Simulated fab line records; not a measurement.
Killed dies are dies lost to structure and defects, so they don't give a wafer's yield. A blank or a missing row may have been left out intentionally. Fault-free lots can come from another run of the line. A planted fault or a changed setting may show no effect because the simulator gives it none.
A struck lot beside a sound one + flow n5 finfet + 26 steps out of a route of 1938
Sound: the wafers L183.1, L183.4, L183.5. Struck: wafers L191.1, L191.3. The cause is given at the end.
Each step with rows lists, per side, the tool, then ch with its chambers, then its first start. Under that, the readings that differ: sound wafers + struck wafers + difference of the means + sigmas: that difference in standard deviations of wafers without a fault.
alike: a reading whose means differ by less than 2 such deviations, as well as words and numbers matching on both sides. not compared: withheld readings; readings where some wafer has no value; bounds like >300 that might hide an equal value; numbers whose values overlap and for which the record gives no deviation.
The two part at a step that has a row with sigmas, a row that says differs or no value, or rows on one side only. Numbers that don't overlap but have no deviation are shown without sigmas and don't part them. Lack of a reading on every wafer of one side parts them only where that side has two or more wafers.

first, 3 steps without rows for these wafers: N5_WELL_APT_PRECLEAN_36 (cleans in O3/DIW, time 45 s); N5_WELL_APT_PRECLEAN_39 (cleans in dHF, time 60 s); N5_WELL_APT_SRD_37 (time 30 s).
N5_WELL_APT_EPI_41: deposits Si from SiH4/H2, target thk 50 nm, time 297.7 s.
  sound on epi rpcvd-04 ch 0, day 2 16:20; struck on epi rpcvd-04 ch 0, day 4 16:52
  alike: throttle valve pct
N5_WELL_APT_INSPECT_38: inspects for defects (darkfield).
  sound: defect inspect-01 at day 2 16:59; struck: defect inspect-02 at day 4 17:29
  alike: raw defect count
then, 7 steps without rows for these wafers: N5_PMOS_HMC_CHANNEL_EPI_HM_DEP_34 (deposits SiO2 from TEOS/O2, target thk 36 nm, time 6.9 s); N5_PMOS_HMC_CHANNEL_EPI_COAT_31 (time 60 s, resist thk 66 nm); N5_PMOS_HMC_CHANNEL_EPI_COAT_03 (resist thk 205 nm); N5_PMOS_HMC_CHANNEL_EPI_EBR_05; N5_PMOS_HMC_CHANNEL_EPI_SOFTBAKE_04 (time 60 s); N5_PMOS_HMC_CHANNEL_EPI_EXPOSE_06 (exposes mask PMOS HMC BLK, target cd 240 nm); N5_PMOS_HMC_CHANNEL_EPI_PEB_07 (peb time 60 s).
N5_PMOS_HMC_CHANNEL_EPI_DEVELOP_08: develop time 30 s.
  sound on litho track-05 ch 0, day 2 17:22; struck on litho track-01 ch 0, day 4 17:45
  alike: resist line temp C
N5_PMOS_HMC_CHANNEL_EPI_CD_MEAS_09: target cd 237.4 nm.
  sound on cd sem-03 ch 0, day 2 17:25; struck on cd sem-01 ch 0, day 4 17:49
| reading    | sound             | struck      | difference | sigmas |
|------------|-------------------|-------------|------------|--------|
| cd nm (nm) | 237.5 237.4 237.6 | 234.1 233.8 | -3.6       | -4     |
N5_PMOS_HMC_CHANNEL_EPI_OVL_MEAS_10:
  sound on overlay-01 ch 0, day 2 17:27; struck on overlay-02 ch 0, day 4 17:50
  alike: PMOS_HMC_BLK_OVL
N5_PMOS_HMC_CHANNEL_EPI_INSPECT_11: inspects for defects (macro).
  sound: defect inspect-02 at day 2 17:28; struck: defect inspect-02 at day 4 17:52
  alike: raw defect count
N5_PMOS_HMC_CHANNEL_EPI_DESCUM_14: chemistry O2, time 7.9 s.
  sound on rie diel-04 ch 0,1,2, day 2 17:31; struck on rie diel-02 ch 1,2, day 4 18:06
| reading                               | sound             | struck      | difference | sigmas |
|---------------------------------------|-------------------|-------------|------------|--------|
| model.PMOS_HMC_CHANNEL_EPI.cd nm (nm) | 237.3 237.2 237.2 | 234.2 233.7 | -3.3       |        |
  alike: drypump motor current A, oes product au, rf vpp V, showerhead plenum p Torr, throttle valve pct
  not compared: rf hours counter h
N5_PMOS_HMC_CHANNEL_EPI_ETCH_32: etches BARC in N2/H2, stops on SiO2, target depth 85.8 nm, time 50.3 s.
  sound on rie diel-04 ch 0,1,2, day 2 17:32; struck on rie diel-02 ch 1,2, day 4 18:08
  alike: drypump motor current A, oes product au, rf vpp V, showerhead plenum p Torr, throttle valve pct
  not compared: rf hours counter h
N5_PMOS_HMC_CHANNEL_EPI_HM_OPEN_15: chemistry CHF3/O2, target SiO2, target depth 40.6 nm, time 20.3 s.
  sound on rie diel-04 ch 0,1,2, day 2 17:35; struck on rie diel-02 ch 1,2, day 4 18:11
  alike: drypump motor current A, oes_o_777_au, oes product au, rf vpp V, showerhead plenum p Torr, throttle valve pct
  not compared: rf hours counter h
N5_PMOS_HMC_CHANNEL_EPI_STRIP_33: strips in N2/H2.
  sound on rie diel-04 ch 0,1,2, day 2 17:38; struck on rie diel-02 ch 1,2, day 4 18:14
| reading      | sound          | struck    | difference | sigmas |
|--------------|----------------|-----------|------------|--------|
| rf vpp V (V) | 53.5 51.3 51.3 | 56.6 55.9 | +4.2       | +3     |
  alike: drypump motor current A, oes product au, showerhead plenum p Torr, throttle valve pct
  not compared: rf hours counter h
then, 1 step without rows for these wafers: N5_PMOS_HMC_CHANNEL_EPI_STRIP_17 (strips in SPM, time 750 s).
N5_PMOS_HMC_CHANNEL_EPI_ETCH_38: etches SiO2 in CF4, target depth 1.5 nm.
  sound on rie si-06 ch 1,2,3, day 2 17:58; struck on rie si-02 ch 2,3, day 4 18:34
  alike: drypump motor current A, he backside leak sccm, oes product au, throttle valve pct
  not compared: rf hours counter h
N5_PMOS_HMC_CHANNEL_EPI_FIN_RECESS_16: chemistry HBr/Cl2, target Si, target depth 54 nm, time 18 s.
  sound on rie si-06 ch 1,2,3, day 2 17:59; struck on rie si-02 ch 2,3, day 4 18:35
| reading                               | sound             | struck      | difference | sigmas |
|---------------------------------------|-------------------|-------------|------------|--------|
| model.PMOS_HMC_CHANNEL_EPI.cd nm (nm) | 240.8 240.4 239.2 | 236.7 236.8 | -3.4       |        |
  alike: drypump motor current A, he backside leak sccm, oes product au, throttle valve pct
  not compared: rf hours counter h
then, 1 step without rows for these wafers: N5_PMOS_HMC_CHANNEL_EPI_PRECLEAN_36 (cleans in O3/DIW, time 45 s).
-- record jumps: 9 days separate the struck wafers' starts on either side; left off in module PMOS_HMC_CHANNEL_EPI, taken up again in module BEOL_M4, whose first shown step is the route's number 1111 --
N5_BEOL_M4_RC_MEAS_101:
  sound on prober-02 ch 0, day 10 23:32; struck on prober-02 ch 0, day 13 12:13
  alike: DIBL_N, DIBL_P, IOFF_N, IOFF_P, ION_N, ION_P, SS_N, SS_P, VT_N, VT_P
-- record jumps: 5 days separate the struck wafers' starts on either side; left off in module BEOL_M4, taken up again in module PASSIVATION, whose first shown step is the route's number 1936 --
N5_PASSIVATION_PROBE_49:
  rows exist in the record for the struck wafers here (prober-01, day 18 06:14), but not for the sound ones

== WHERE THEY PART ==
At N5_PMOS_HMC_CHANNEL_EPI_CD_MEAS_09 first; at N5_PASSIVATION_PROBE_49 last (within this record only).

WHY: the cause the simulator had injected
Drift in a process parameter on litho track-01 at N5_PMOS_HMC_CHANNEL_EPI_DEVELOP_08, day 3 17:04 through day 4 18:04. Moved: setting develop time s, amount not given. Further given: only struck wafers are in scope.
